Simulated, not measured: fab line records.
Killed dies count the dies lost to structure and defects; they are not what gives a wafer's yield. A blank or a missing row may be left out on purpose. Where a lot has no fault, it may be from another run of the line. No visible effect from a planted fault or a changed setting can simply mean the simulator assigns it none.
fab line records    flow nand-harc
record: lots: 24  wafers: 72  last-day: 33
route steps=1302 shown A_SGD_CUT@901 A_WL_FILL@966
lots with no fault: from the same line, run without faults
start-h: hours from the record's opening day to when the first of the lot's shown wafers began    wait-h: hours from the lot's prior step to this one    " repeats the value in the row above    L1.1+2: several wafers, shown together as one row    - value missing, or start not given    * or withheld: withheld    < > ~ a bound
route shown NAME@n: names a module that has steps shown in the file, with the first one's number in the route    usual: average and standard deviation across the fault-free wafers    same: alike in all rows    chamber/n: place in a boat    sites: per-site readings    _std_site: how widely they spread, as a standard deviation    _edge_site: the outer-site mean with the inner-site mean subtracted    radius-mm: for every site, how far away it sits from the centre of the wafer    mask NAME#n: copy n    behind: tool/chamber where the wafer was last shaped    hold: cause of the lot's hold/its duration in hours/its outcome    device: the n, p or np transistor that did not switch    end of line: tests run on the same wafers once the route is complete    where a step has no rows: the recipe by itself    killed: dies lost to structure and defects at the first sort, not the wafer's yield    map: shows each die of a wafer: x if killed, . if not, _ if none is there
set.NAME: setting as actually run; set.NAME@STEP: the setting as run at that earlier step    model.NAME: the simulator's own value behind a step, which no gauge read
one table for each step of the route and one row for each wafer, over a sample of lots
services: a tool's chamber out of use, with start hour (start-h, from the record's first day; less than 0 if before it), hours out, and reason
== steps ==
step: NHARC_A_SGD_CUT_CD_MEAS_09
recipe: target-cd-nm: 100  landing-energy-ev: 500
usual: cd-nm: 99.9/0.57
lot.wafer  tool       chamber  start-h  wait-h  cd-nm
L075.1     cd-sem-03  0        436.09   -       100.3
L075.3     "          0        "        "       99.9
L075.6     "          0        "        "       100.5
L074.2     cd-sem-01  0        436.25   -       99.9
L074.3     "          0        "        "       99.6
L074.6     "          0        "        "       101.3
L077.1     cd-sem-02  0        467.22   -       99.9
L077.3     "          0        "        "       99.7
L077.5     "          0        "        "       99.5
L076.3     cd-sem-03  0        467.41   -       100.3
L076.5     "          0        "        "       100.9
L076.6     "          0        "        "       100.1
L078.1     cd-sem-02  0        476.36   -       99.8
L078.2     "          0        "        "       98.8
L078.5     "          0        "        "       99.6
L081.1     cd-sem-03  0        496.81   -       100.0
L081.2     "          0        "        "       100.6
L081.6     "          0        "        "       99.7
L080.1     cd-sem-01  0        497.07   -       100.2
L080.3     "          0        "        "       100.9
L080.5     "          0        "        "       100.4
L079.1     cd-sem-03  0        498.46   -       100.2
L079.3     "          0        "        "       99.5
L079.4     "          0        "        "       100.3
L082.1     cd-sem-01  0        515.70   -       99.8
L082.4     "          0        "        "       100.4
L082.5     "          0        "        "       100.4
L083.4     cd-sem-02  0        540.03   -       99.1
L083.5     "          0        "        "       100.2
L083.6     "          0        "        "       99.6
L085.1     cd-sem-02  0        548.99   -       101.3
L085.2     "          0        "        "       100.6
L085.6     "          0        "        "       100.3
L084.2     cd-sem-01  0        549.15   -       99.3
L084.4     "          0        "        "       99.6
L084.5     "          0        "        "       98.9
L086.2     cd-sem-02  0        552.03   -       99.6
L086.3     "          0        "        "       99.7
L086.4     "          0        "        "       98.8
L087.1     cd-sem-02  0        582.54   -       99.6
L087.5     "          0        "        "       100.1
L087.6     "          0        "        "       100.0
L088.1     cd-sem-03  0        582.95   -       100.2
L088.3     "          0        "        "       100.6
L088.5     "          0        "        "       98.6
L089.3     cd-sem-02  0        590.44   -       99.6
L089.5     "          0        "        "       100.0
L089.6     "          0        "        "       99.8
L090.1     cd-sem-03  0        593.29   -       100.1
L090.2     "          0        "        "       99.2
L090.6     "          0        "        "       99.9
L091.2     cd-sem-03  0        601.36   -       99.7
L091.4     "          0        "        "       100.0
L091.5     "          0        "        "       100.2
L093.1     cd-sem-01  0        631.50   -       99.2
L093.5     "          0        "        "       99.9
L093.6     "          0        "        "       99.9
L092.2     cd-sem-02  0        631.66   -       99.6
L092.5     "          0        "        "       99.3
L092.6     "          0        "        "       98.7
L094.1     cd-sem-02  0        642.64   -       99.2
L094.3     "          0        "        "       99.8
L094.6     "          0        "        "       99.4
L095.1     cd-sem-03  0        643.80   -       100.4
L095.2     "          0        "        "       100.2
L095.3     "          0        "        "       100.0
L097.1     cd-sem-03  0        670.59   -       100.7
L097.2     "          0        "        "       100.5
L097.3     "          0        "        "       99.8
L096.1     cd-sem-01  0        670.75   -       99.1
L096.2     "          0        "        "       99.9
L096.6     "          0        "        "       99.0
step: NHARC_A_SGD_CUT_OVL_MEAS_10
usual: overlay-x-nm: 0.1/0.86  overlay-y-nm: -0.1/0.85
lot.wafer  tool        chamber  start-h  wait-h  overlay-x-nm  overlay-y-nm
L075.1     overlay-01  -        436.18   -       -0.7          -0.2
L075.3     "           -        "        "       -0.4          -0.1
L075.6     "           -        "        "       -1.1          0.2
L074.2     overlay-02  -        436.34   -       1.1           -0.9
L074.3     "           -        "        "       0.6           -0.8
L074.6     "           -        "        "       1.1           -0.7
L077.1     overlay-02  -        467.31   -       -2.0          0.3
L077.3     "           -        "        "       -2.2          0.8
L077.5     "           -        "        "       -2.3          0.0
L076.3     overlay-01  -        467.50   -       0.3           0.3
L076.5     "           -        "        "       0.7           0.2
L076.6     "           -        "        "       0.7           0.2
L078.1     overlay-01  -        476.45   -       0.3           0.0
L078.2     "           -        "        "       -0.3          0.0
L078.5     "           -        "        "       -0.2          -0.4
L081.1     overlay-01  -        496.89   -       0.8           -1.6
L081.2     "           -        "        "       0.6           -1.7
L081.6     "           -        "        "       1.5           -1.5
L080.1     overlay-02  -        497.16   -       -0.4          -1.0
L080.3     "           -        "        "       -0.1          -1.0
L080.5     "           -        "        "       0.1           -0.8
L079.1     overlay-01  -        498.54   -       0.5           0.2
L079.3     "           -        "        "       0.4           -0.2
L079.4     "           -        "        "       0.2           -0.1
L082.1     overlay-02  -        515.79   -       0.0           0.5
L082.4     "           -        "        "       -0.1          1.2
L082.5     "           -        "        "       -0.8          0.3
L083.4     overlay-02  -        540.11   -       -0.4          -0.5
L083.5     "           -        "        "       -0.1          -0.4
L083.6     "           -        "        "       -0.2          -0.4
L085.1     overlay-01  -        549.08   -       1.3           -2.0
L085.2     "           -        "        "       1.1           -1.8
L085.6     "           -        "        "       1.4           -1.6
L084.2     overlay-02  -        549.24   -       -0.3          1.5
L084.4     "           -        "        "       -0.4          1.4
L084.5     "           -        "        "       -0.5          1.0
L086.2     overlay-01  -        552.11   -       -1.3          -0.8
L086.3     "           -        "        "       -1.1          -1.1
L086.4     "           -        "        "       -0.7          -0.7
L087.1     overlay-01  -        582.63   -       -0.1          0.7
L087.5     "           -        "        "       -0.3          0.9
L087.6     "           -        "        "       0.1           1.3
L088.1     overlay-02  -        583.04   -       0.8           -0.1
L088.3     "           -        "        "       -0.1          -1.1
L088.5     "           -        "        "       0.9           -0.7
L089.3     overlay-02  -        590.53   -       0.4           0.3
L089.5     "           -        "        "       0.1           0.8
L089.6     "           -        "        "       0.7           0.7
L090.1     overlay-01  -        593.38   -       -0.6          0.5
L090.2     "           -        "        "       -0.1          0.6
L090.6     "           -        "        "       -0.6          1.3
L091.2     overlay-01  -        601.45   -       -0.3          0.0
L091.4     "           -        "        "       0.4           0.1
L091.5     "           -        "        "       0.2           -0.2
L093.1     overlay-02  -        631.59   -       1.4           -0.5
L093.5     "           -        "        "       0.9           -0.6
L093.6     "           -        "        "       0.6           -0.2
L092.2     overlay-02  -        631.75   -       1.0           -0.4
L092.5     "           -        "        "       1.3           -0.7
L092.6     "           -        "        "       0.6           -0.6
L094.1     overlay-01  -        642.73   -       -0.1          -1.4
L094.3     "           -        "        "       0.6           -1.3
L094.6     "           -        "        "       0.0           -1.5
L095.1     overlay-02  -        643.89   -       0.4           1.0
L095.2     "           -        "        "       0.0           1.1
L095.3     "           -        "        "       0.8           1.3
L097.1     overlay-01  -        670.68   -       0.8           -0.7
L097.2     "           -        "        "       1.1           -0.3
L097.3     "           -        "        "       0.7           -0.6
L096.1     overlay-02  -        670.83   -       -0.2          -0.1
L096.2     "           -        "        "       -1.0          0.0
L096.6     "           -        "        "       -0.6          -0.1
step: NHARC_A_SGD_CUT_ETCH_16
recipe: target-depth-a: 3105  time-s: 155.2  c4f8-flow-sccm: withheld  o2-flow-sccm: 8  ar-flow-sccm: withheld  rf-w: 600  bias-w: 800  chemistry: C4F8/O2/Ar
usual: oes-product-au: 0.970/0.015  rf-vpp-V: 722/3.6
lot.wafer  tool         chamber  start-h  wait-h  oes-product-au  rf-hours-counter-h  rf-vpp-V
L075.3     rie-diel-01  2        -        -       0.987           2.2                 727
L075.1     "            0        "        "       0.958           2.8                 720
L075.6     "            1        "        "       0.981           -                   717
L074.2     rie-diel-02  0        -        -       0.976           2.2                 722
L074.3     "            2        "        "       0.947           1.8                 723
L074.6     "            0        "        "       0.982           -                   722
L077.1     rie-diel-08  1        -        -       0.979           8.4                 717
L077.3     "            2        "        "       0.973           7.6                 725
L077.5     "            1        "        "       0.980           -                   716
L076.3     rie-diel-01  1        -        -       0.962           4.7                 718
L076.6     "            3        "        "       0.968           -                   724
L076.5     "            0        "        "       0.969           -                   719
L078.1     rie-diel-08  0        -        -       0.949           9.7                 729
L078.2     "            1        "        "       0.960           9.5                 716
L078.5     "            3        "        "       0.941           -                   716
L081.2     rie-diel-08  2        -        -       0.984           9.1                 726
L081.1     "            3        "        "       0.989           10.0                716
L081.6     "            1        "        "       0.989           -                   717
L080.1     rie-diel-01  2        -        -       0.958           5.4                 725
L080.3     "            3        "        "       0.964           5.2                 724
L080.5     "            2        "        "       0.965           -                   726
L079.4     rie-diel-02  0        -        -       0.993           6.5                 722
L079.3     "            1        "        "       0.961           4.9                 724
L079.1     "            2        "        "       0.980           4.9                 721
L082.1     rie-diel-02  3        -        -       0.971           6.5                 717
L082.4     "            0        "        "       0.980           6.9                 721
L082.5     "            3        "        "       0.965           -                   716
L083.4     rie-diel-01  3        -        -       0.953           7.1                 723
L083.5     "            2        "        "       0.959           -                   726
L083.6     "            3        "        "       0.953           -                   726
L084.2     rie-diel-01  0        -        -       0.955           8.1                 719
L084.4     "            2        "        "       1.001           8.4                 725
L084.5     "            1        "        "       0.965           -                   718
L085.2     rie-diel-02  3        -        -       0.925           7.5                 718
L085.1     "            0        "        "       0.947           7.9                 722
L085.6     "            0        "        "       0.940           -                   723
L086.4     rie-diel-02  2        -        -       0.962           6.8                 723
L086.3     "            3        "        "       0.970           7.8                 717
L086.2     "            0        "        "       0.973           8.3                 722
L087.1     rie-diel-02  2        -        -       0.982           0.4                 723
L087.5     "            2        "        "       0.975           -                   723
L087.6     "            3        "        "       0.991           -                   718
L088.3     rie-diel-01  3        -        -       0.967           1.3                 723
L088.1     "            0        "        "       0.997           0.0                 718
L088.5     "            1        "        "       0.973           -                   718
L089.3     rie-diel-02  2        -        -       0.996           0.8                 722
L089.6     "            1        "        "       0.977           -                   725
L089.5     "            2        "        "       0.982           -                   722
L090.1     rie-diel-02  3        -        -       0.977           1.2                 717
L090.2     "            1        "        "       0.983           1.1                 723
L090.6     "            2        "        "       0.985           -                   722
L091.2     rie-diel-01  1        -        -       0.960           2.7                 719
L091.4     "            0        "        "       0.982           1.3                 717
L091.5     "            1        "        "       0.964           -                   717
L092.2     rie-diel-01  2        -        -       0.966           5.5                 725
L092.6     "            1        "        "       0.968           -                   718
L092.5     "            2        "        "       0.969           -                   726
L093.1     rie-diel-02  2        -        -       0.968           3.3                 724
L093.6     "            0        "        "       0.932           -                   722
L093.5     "            1        "        "       0.954           -                   725
L094.3     rie-diel-02  0        -        -       0.974           2.9                 723
L094.1     "            2        "        "       0.982           4.2                 723
L094.6     "            0        "        "       0.976           -                   724
L095.2     rie-diel-01  1        -        -       0.938           5.2                 718
L095.1     "            3        "        "       0.964           6.2                 725
L095.3     "            0        "        "       0.961           3.9                 720
L097.3     rie-diel-01  2        -        -       0.973           7.9                 725
L097.1     "            3        "        "       0.973           8.2                 726
L097.2     "            0        "        "       0.967           5.8                 719
L096.2     rie-diel-02  3        -        -       0.984           4.8                 715
L096.1     "            0        "        "       0.979           4.6                 722
L096.6     "            3        "        "       0.984           -                   717
step: NHARC_A_SGD_CUT_ETCHBACK_24
recipe: target-depth-a: 500  over-etch-frac: 0.3  time-s: 92.857  ion-energy-ev: 120  ch3f-flow-sccm: 50  o2-flow-sccm: 30  ar-flow-sccm: 200  rf-w: 500  bias-w: 100  chemistry: CH3F/O2
usual: drypump-motor-current-A: 5.6/0.36  oes-product-au: 0.97/0.034  rf-vpp-V: 243.8/1.7  showerhead-plenum-p-Torr: 2.42/0.1  throttle-valve-pct: 20.662/0.0084
lot.wafer  tool         chamber  start-h  wait-h  drypump-motor-current-A  oes-product-au  rf-hours-counter-h  rf-vpp-V  showerhead-plenum-p-Torr  throttle-valve-pct
L074.3     rie-diel-08  3        442.50   0.2     5.7                      1.00            5.2                 241.0     2.30                      20.659
L074.2     "            1        "        "       6.2                      1.00            6.2                 241.6     2.30                      20.659
L074.6     "            3        "        "       5.7                      1.01            -                   241.9     2.30                      20.682
L075.1     rie-diel-01  2        442.52   0.2     5.5                      0.93            2.4                 245.3     2.52                      20.654
L075.3     "            0        "        "       5.9                      0.91            2.9                 242.0     2.35                      20.663
L075.6     "            1        "        "       5.2                      0.93            -                   243.7     2.33                      20.661
L076.3     rie-diel-02  0        474.02   0.1     6.1                      1.00            4.5                 245.3     2.43                      20.664
L076.5     "            0        "        "       6.1                      1.00            -                   242.9     2.43                      20.663
L076.6     "            1        "        "       5.8                      0.98            -                   245.1     2.48                      20.671
L077.3     rie-diel-01  2        474.04   0.2     5.5                      1.00            4.8                 246.8     2.52                      20.653
L077.1     "            0        "        "       5.9                      1.00            4.9                 243.6     2.35                      20.668
L077.5     "            1        "        "       5.2                      1.00            -                   241.9     2.33                      20.644
L078.2     rie-diel-01  1        484.35   0.2     5.1                      0.99            5.1                 242.9     2.33                      20.660
L078.1     "            3        "        "       5.8                      1.01            4.9                 244.4     2.47                      20.663
L078.5     "            1        "        "       5.2                      1.02            -                   241.5     2.33                      20.668
L081.2     rie-diel-08  0        503.24   0.1     5.2                      0.94            11.0                246.3     2.60                      20.662
L081.1     "            2        "        "       5.4                      0.92            9.1                 244.7     2.50                      20.670
L081.6     "            0        "        "       5.2                      0.94            -                   246.6     2.60                      20.666
L080.3     rie-diel-01  1        503.25   0.1     5.2                      0.95            5.7                 243.6     2.32                      20.658
L080.1     "            2        "        "       5.5                      0.96            5.5                 245.0     2.51                      20.666
L080.5     "            0        "        "       5.9                      0.95            -                   242.9     2.35                      20.659
L079.1     rie-diel-02  3        503.26   0.1     6.1                      0.91            6.1                 242.5     2.31                      20.644
L079.3     "            0        "        "       6.1                      0.93            6.6                 242.6     2.43                      20.662
L079.4     "            1        "        "       5.8                      0.91            4.9                 245.9     2.48                      20.667
L082.4     rie-diel-01  1        522.13   0.1     5.1                      1.00            6.7                 242.9     2.32                      20.663
L082.1     "            0        "        "       5.9                      0.99            6.4                 243.2     2.35                      20.671
L082.5     "            1        "        "       5.2                      1.00            -                   243.2     2.32                      20.654
L083.4     rie-diel-02  1        546.87   0.2     5.8                      0.98            6.0                 245.2     2.48                      20.662
L083.5     "            2        "        "       5.2                      0.99            -                   244.9     2.44                      20.652
L083.6     "            3        "        "       6.1                      0.98            -                   243.3     2.31                      20.661
L085.2     rie-diel-02  2        555.57   0.1     5.2                      0.93            7.0                 245.1     2.44                      20.660
L085.1     "            1        "        "       5.8                      0.93            6.8                 245.1     2.48                      20.659
L085.6     "            2        "        "       5.2                      0.93            -                   243.9     2.44                      20.658
L084.4     rie-diel-08  3        555.60   0.2     5.7                      1.00            0.0                 242.7     2.29                      20.651
L084.2     "            0        "        "       5.2                      1.00            0.0                 245.9     2.60                      20.659
L084.5     "            1        "        "       6.2                      1.01            -                   243.5     2.29                      20.676
L086.4     rie-diel-01  3        555.72   0.1     5.8                      1.00            9.3                 243.4     2.47                      20.663
L086.2     "            1        "        "       5.1                      0.99            9.1                 242.4     2.32                      20.665
L086.3     "            2        "        "       5.4                      1.00            9.4                 243.4     2.51                      20.666
L088.3     rie-diel-01  0        590.04   0.2     5.9                      0.93            0.4                 240.9     2.35                      20.659
L088.1     "            2        "        "       5.5                      0.93            1.9                 245.5     2.51                      20.654
L088.5     "            0        "        "       5.9                      0.93            -                   242.2     2.35                      20.651
L087.1     rie-diel-08  0        590.04   0.2     5.2                      1.00            3.1                 246.1     2.60                      20.661
L087.5     "            0        "        "       5.2                      1.00            -                   247.1     2.60                      20.674
L087.6     "            1        "        "       6.2                      1.00            -                   241.8     2.29                      20.668
L090.2     rie-diel-02  2        597.27   0.1     5.2                      0.95            1.5                 243.1     2.44                      20.660
L090.1     "            0        "        "       6.1                      0.92            1.4                 244.0     2.42                      20.655
L090.6     "            3        "        "       6.1                      0.93            -                   241.1     2.31                      20.668
L089.3     rie-diel-08  2        597.31   0.2     5.3                      1.01            4.0                 247.0     2.49                      20.648
L089.5     "            0        "        "       5.2                      1.01            -                   245.1     2.60                      20.667
L089.6     "            1        "        "       6.2                      1.00            -                   240.8     2.29                      20.659
L091.2     rie-diel-02  3        607.91   0.1     6.1                      0.96            1.9                 242.5     2.31                      20.663
L091.4     "            1        "        "       5.8                      0.97            1.6                 245.2     2.48                      20.658
L091.5     "            0        "        "       6.1                      0.96            -                   243.5     2.42                      20.661
L093.1     rie-diel-01  3        640.68   0.1     5.8                      0.94            5.9                 245.7     2.47                      20.655
L093.5     "            3        "        "       5.8                      0.93            -                   244.2     2.47                      20.670
L093.6     "            0        "        "       5.9                      0.93            -                   242.0     2.35                      20.649
L092.2     rie-diel-08  1        640.69   0.2     6.2                      1.00            8.6                 242.4     2.29                      20.654
L092.6     "            0        "        "       5.2                      0.99            -                   245.7     2.59                      20.656
L092.5     "            1        "        "       6.2                      0.99            -                   242.9     2.29                      20.668
L094.3     rie-diel-08  0        649.11   0.1     5.2                      1.01            8.2                 246.8     2.59                      20.659
L094.1     "            1        "        "       6.2                      0.99            8.9                 242.9     2.29                      20.664
L094.6     "            0        "        "       5.2                      1.01            -                   247.6     2.59                      20.640
L095.2     rie-diel-01  2        649.12   0.2     5.4                      0.94            6.9                 244.2     2.51                      20.669
L095.1     "            3        "        "       5.8                      0.94            6.8                 244.4     2.47                      20.665
L095.3     "            0        "        "       5.9                      0.94            4.3                 243.2     2.35                      20.659
L097.3     rie-diel-08  0        677.16   0.1     5.2                      0.92            10.9                247.8     2.59                      20.658
L097.1     "            1        "        "       6.2                      0.93            11.3                242.6     2.29                      20.670
L097.2     "            3        "        "       5.7                      0.94            9.9                 243.4     2.29                      20.667
L096.2     rie-diel-01  2        677.32   0.1     5.4                      1.00            8.2                 245.2     2.51                      20.668
L096.1     "            0        "        "       5.9                      1.00            6.1                 241.9     2.35                      20.647
L096.6     "            2        "        "       5.4                      1.00            -                   245.5     2.51                      20.663
step: NHARC_A_SGD_CUT_STRIP_28
recipe: time-s: 20  o2-flow-sccm: 500  ar-flow-sccm: 0  bias-w: 0  chemistry: O2
usual: drypump-motor-current-A: 5.6/0.35  oes-product-au: 1.000/0.0083  rf-vpp-V: 57.7/0.89  showerhead-plenum-p-Torr: 3.48/0.14  throttle-valve-pct: 17.036/0.0092
lot.wafer  tool         chamber  start-h  wait-h  drypump-motor-current-A  oes-product-au  rf-hours-counter-h  rf-vpp-V  showerhead-plenum-p-Torr  throttle-valve-pct
L074.3     rie-diel-08  0        -        -       5.2                      1.012           6.1                 59.3      3.73                      17.031
L074.2     "            2        "        "       5.4                      1.013           5.4                 57.1      3.58                      17.043
L074.6     "            1        "        "       6.2                      1.000           -                   57.1      3.30                      17.044
L075.3     rie-diel-01  2        -        -       5.5                      0.986           2.4                 57.0      3.61                      17.043
L075.1     "            3        "        "       5.8                      0.996           2.4                 56.5      3.55                      17.025
L075.6     "            2        "        "       5.5                      0.986           -                   58.9      3.61                      17.031
L076.3     rie-diel-02  3        -        -       6.1                      1.002           4.2                 56.1      3.32                      17.048
L076.5     "            0        "        "       6.1                      1.011           -                   56.8      3.48                      17.058
L076.6     "            1        "        "       5.8                      0.988           -                   56.5      3.56                      17.018
L077.1     rie-diel-01  3        -        -       5.8                      1.015           4.8                 56.4      3.55                      17.049
L077.3     "            0        "        "       5.9                      1.007           5.0                 56.5      3.38                      17.042
L077.5     "            1        "        "       5.2                      0.993           -                   56.9      3.34                      17.028
L078.1     rie-diel-01  2        -        -       5.5                      0.993           5.0                 58.5      3.61                      17.032
L078.2     "            1        "        "       5.2                      0.991           5.1                 57.7      3.34                      17.048
L078.5     "            2        "        "       5.5                      1.001           -                   59.0      3.61                      17.039
L081.1     rie-diel-08  3        -        -       5.7                      1.002           10.1                57.0      3.30                      17.045
L081.2     "            0        "        "       5.2                      1.012           11.1                58.2      3.72                      17.021
L081.6     "            3        "        "       5.7                      0.999           -                   57.8      3.30                      17.037
L080.1     rie-diel-01  0        -        -       5.9                      0.999           5.6                 59.1      3.38                      17.043
L080.3     "            1        "        "       5.2                      0.998           5.7                 56.7      3.34                      17.042
L080.5     "            2        "        "       5.5                      0.998           -                   57.4      3.61                      17.041
L079.3     rie-diel-02  1        -        -       5.8                      1.002           4.9                 56.8      3.56                      17.019
L079.4     "            2        "        "       5.2                      0.997           5.0                 57.9      3.50                      17.032
L079.1     "            0        "        "       6.1                      1.012           6.6                 57.6      3.48                      17.027
L082.4     rie-diel-01  2        -        -       5.5                      0.997           6.6                 59.3      3.61                      17.037
L082.1     "            0        "        "       5.9                      0.996           6.4                 56.6      3.38                      17.045
L082.5     "            2        "        "       5.5                      0.999           -                   58.2      3.61                      17.046
L083.4     rie-diel-02  2        -        -       5.2                      0.992           6.2                 57.7      3.50                      17.042
L083.5     "            0        "        "       6.1                      1.010           -                   58.0      3.48                      17.054
L083.6     "            1        "        "       5.8                      1.000           -                   58.1      3.56                      17.036
L084.2     rie-diel-08  1        -        -       6.2                      1.001           0.1                 57.8      3.30                      17.039
L084.4     "            2        "        "       5.3                      0.996           0.1                 58.3      3.58                      17.033
L084.5     "            1        "        "       6.2                      1.001           -                   58.9      3.30                      17.021
L085.1     rie-diel-02  1        -        -       5.8                      0.978           6.9                 57.0      3.56                      17.036
L085.2     "            0        "        "       6.1                      1.008           8.5                 57.8      3.48                      17.046
L085.6     "            1        "        "       5.8                      0.990           -                   57.3      3.56                      17.038
L086.2     rie-diel-01  0        -        -       5.9                      0.990           9.0                 57.3      3.38                      17.033
L086.3     "            1        "        "       5.1                      1.000           9.1                 56.4      3.34                      17.041
L086.4     "            2        "        "       5.5                      0.992           9.4                 57.5      3.60                      17.024
L088.1     rie-diel-01  3        -        -       5.8                      0.995           1.7                 58.8      3.55                      17.042
L088.3     "            1        "        "       5.2                      0.988           1.9                 58.7      3.34                      17.039
L088.5     "            0        "        "       5.9                      0.999           -                   58.4      3.38                      17.024
L087.1     rie-diel-08  3        -        -       5.7                      1.006           2.6                 58.0      3.30                      17.042
L087.5     "            0        "        "       5.2                      0.988           -                   58.0      3.72                      17.032
L087.6     "            1        "        "       6.2                      1.003           -                   57.6      3.30                      17.029
L090.2     rie-diel-02  0        -        -       6.1                      0.999           1.4                 56.5      3.48                      17.026
L090.1     "            2        "        "       5.2                      1.017           1.6                 57.0      3.50                      17.033
L090.6     "            3        "        "       6.1                      1.012           -                   57.0      3.32                      17.040
L089.3     rie-diel-08  3        -        -       5.7                      1.019           3.6                 57.1      3.30                      17.036
L089.5     "            3        "        "       5.7                      1.007           -                   57.0      3.30                      17.017
L089.6     "            0        "        "       5.2                      1.015           -                   57.8      3.72                      17.045
L091.4     rie-diel-02  2        -        -       5.2                      1.007           1.9                 58.3      3.50                      17.049
L091.2     "            1        "        "       5.8                      1.016           1.6                 58.3      3.56                      17.047
L091.5     "            3        "        "       6.1                      1.009           -                   56.9      3.32                      17.018
L092.2     rie-diel-08  0        -        -       5.2                      0.998           7.9                 60.2      3.72                      17.041
L092.5     "            0        "        "       5.2                      0.996           -                   57.9      3.72                      17.036
L092.6     "            1        "        "       6.2                      1.000           -                   56.8      3.29                      17.031
L093.1     rie-diel-01  2        -        -       5.5                      1.003           5.8                 60.2      3.60                      17.025
L093.6     "            0        "        "       5.9                      1.009           -                   56.3      3.38                      17.021
L093.5     "            1        "        "       5.1                      0.997           -                   59.5      3.34                      17.037
L094.3     rie-diel-08  0        -        -       5.2                      0.991           8.3                 58.4      3.72                      17.039
L094.1     "            1        "        "       6.2                      0.997           8.9                 57.7      3.29                      17.060
L094.6     "            0        "        "       5.2                      0.998           -                   58.4      3.72                      17.030
L095.3     rie-diel-01  2        -        -       5.4                      1.009           6.9                 57.3      3.60                      17.038
L095.2     "            3        "        "       5.8                      1.000           6.8                 58.2      3.54                      17.029
L095.1     "            0        "        "       5.9                      1.005           4.3                 57.0      3.38                      17.049
L097.1     rie-diel-08  2        -        -       5.4                      0.976           10.3                58.3      3.57                      17.049
L097.2     "            0        "        "       5.2                      1.008           10.9                57.9      3.72                      17.042
L097.3     "            1        "        "       6.2                      0.997           11.3                57.7      3.29                      17.040
L096.1     rie-diel-01  2        -        -       5.4                      1.010           8.2                 58.7      3.60                      17.042
L096.2     "            0        "        "       5.9                      0.992           6.1                 55.6      3.38                      17.027
L096.6     "            2        "        "       5.5                      0.994           -                   57.3      3.60                      17.038
step: NHARC_A_WL_FILL_ETCHBACK_16
recipe: target-depth-a: 1200  time-s: 24  c4f8-flow-sccm: withheld  o2-flow-sccm: 8  ar-flow-sccm: withheld  rf-w: 600  bias-w: 800  chemistry: C4F8/O2/Ar
usual: oes-product-au: 0.985/0.026  rf-vpp-V: 721/4
lot.wafer  tool         chamber  start-h  wait-h  oes-product-au  rf-hours-counter-h  rf-vpp-V
L074.2     rie-diel-11  0        -        -       0.998           1.3                 723
L074.3     "            2        "        "       0.999           1.2                 717
L074.6     "            0        "        "       0.997           -                   724
L075.1     rie-diel-06  3        -        -       1.032           10.3                721
L075.3     "            0        "        "       1.019           10.0                720
L075.6     "            0        "        "       1.005           -                   719
L077.1     rie-diel-06  0        -        -       0.989           0.2                 718
L077.3     "            3        "        "       1.005           0.2                 720
L077.5     "            0        "        "       0.999           -                   721
L076.3     rie-diel-11  1        -        -       0.990           1.6                 718
L076.5     "            3        "        "       0.987           -                   719
L076.6     "            0        "        "       0.986           -                   723
L078.1     rie-diel-11  2        -        -       0.979           1.7                 718
L078.2     "            0        "        "       0.966           1.7                 724
L078.5     "            2        "        "       0.970           -                   717
L080.1     rie-diel-11  0        -        -       1.002           2.0                 723
L080.3     "            2        "        "       0.992           2.0                 717
L080.5     "            0        "        "       0.992           -                   723
L081.2     rie-diel-07  0        -        -       1.013           1.9                 719
L081.1     "            1        "        "       0.993           1.6                 716
L081.6     "            2        "        "       1.003           -                   725
L079.1     rie-diel-07  2        -        -       1.005           1.8                 726
L079.3     "            3        "        "       0.989           2.1                 726
L079.4     "            0        "        "       0.994           2.0                 720
L082.1     rie-diel-06  1        -        -       0.987           3.5                 727
L082.4     "            2        "        "       0.997           -                   729
L082.5     "            3        "        "       0.987           -                   722
L083.4     rie-diel-11  0        -        -       0.934           2.7                 722
L083.5     "            3        "        "       0.926           -                   721
L083.6     "            0        "        "       0.932           -                   723
L084.4     rie-diel-11  2        -        -       1.011           2.8                 716
L084.2     "            1        "        "       1.005           2.8                 719
L084.5     "            2        "        "       1.006           -                   717
L086.3     rie-diel-07  3        -        -       0.979           4.0                 728
L086.4     "            0        "        "       0.985           3.9                 720
L086.2     "            1        "        "       0.986           3.4                 717
L085.2     rie-diel-06  2        -        -       1.008           6.6                 729
L085.1     "            3        "        "       1.010           5.9                 720
L085.6     "            1        "        "       1.008           -                   727
L088.3     rie-diel-06  0        -        -       1.003           7.4                 719
L088.1     "            1        "        "       0.976           9.4                 725
L088.5     "            0        "        "       0.997           -                   719
L087.1     rie-diel-11  1        -        -       1.012           0                   717
L087.6     "            1        "        "       1.006           -                   717
L087.5     "            2        "        "       0.998           -                   717
L090.1     rie-diel-06  3        -        -       1.002           8.5                 719
L090.2     "            2        "        "       0.996           9.3                 729
L090.6     "            0        "        "       1.008           -                   719
L089.3     rie-diel-07  3        -        -       0.946           5.2                 727
L089.6     "            2        "        "       0.955           -                   726
L089.5     "            3        "        "       0.943           -                   726
L091.2     rie-diel-06  3        -        -       0.938           8.7                 721
L091.4     "            2        "        "       0.923           9.5                 729
L091.5     "            3        "        "       0.939           -                   721
L092.2     rie-diel-07  3        -        -       0.985           0.9                 727
L092.5     "            3        "        "       0.996           -                   727
L092.6     "            0        "        "       0.980           -                   721
L093.1     rie-diel-11  2        -        -       0.974           1.5                 718
L093.6     "            0        "        "       0.991           -                   722
L093.5     "            1        "        "       0.989           -                   717
L095.2     rie-diel-07  0        -        -       0.989           1.1                 721
L095.3     "            1        "        "       0.990           1.2                 715
L095.1     "            2        "        "       1.014           1.5                 726
L094.1     rie-diel-11  1        -        -       1.002           1.8                 716
L094.3     "            0        "        "       1.015           1.9                 721
L094.6     "            2        "        "       0.999           -                   718
L097.2     rie-diel-07  3        -        -       0.921           2.4                 726
L097.3     "            0        "        "       0.921           2.1                 719
L097.1     "            1        "        "       0.929           2.1                 716
L096.1     rie-diel-06  0        -        -       0.997           2.1                 720
L096.2     "            3        "        "       0.991           2.1                 720
L096.6     "            1        "        "       0.987           -                   724
== services ==
tool         chamber  start-h  hours  kind
rie-diel-11  2        429.67   1.3    repair
rie-diel-11  -        432.50   9.0    pm
rie-diel-02  1        461.11   4.4    repair
rie-diel-08  2        472.47   9.9    repair
rie-diel-02  -        481.79   0.2    repair
rie-diel-01  -        485.46   0.2    repair
rie-diel-11  3        507.81   2.7    repair
rie-diel-08  -        544.90   9.0    pm
rie-diel-11  3        549.31   8.8    repair
rie-diel-01  -        557.80   9.0    pm
rie-diel-01  0        568.42   15.4   repair
rie-diel-02  -        570.70   9.0    pm
rie-diel-02  -        586.51   1.9    repair
rie-diel-11  0        596.02   11.0   repair
rie-diel-11  -        609.50   9.0    pm
rie-diel-02  0        616.43   16.0   repair
rie-diel-02  1        626.41   2.0    repair
rie-diel-02  3        628.43   9.5    repair
rie-diel-02  2        669.11   2.5    repair
rie-diel-08  2        669.46   1.4    repair
rie-diel-02  2        677.64   2.0    repair
rie-diel-01  0        678.02   2.4    repair
rie-diel-01  1        693.36   6.1    repair
rie-diel-02  -        700.29   0.9    repair
== key ==
fault none
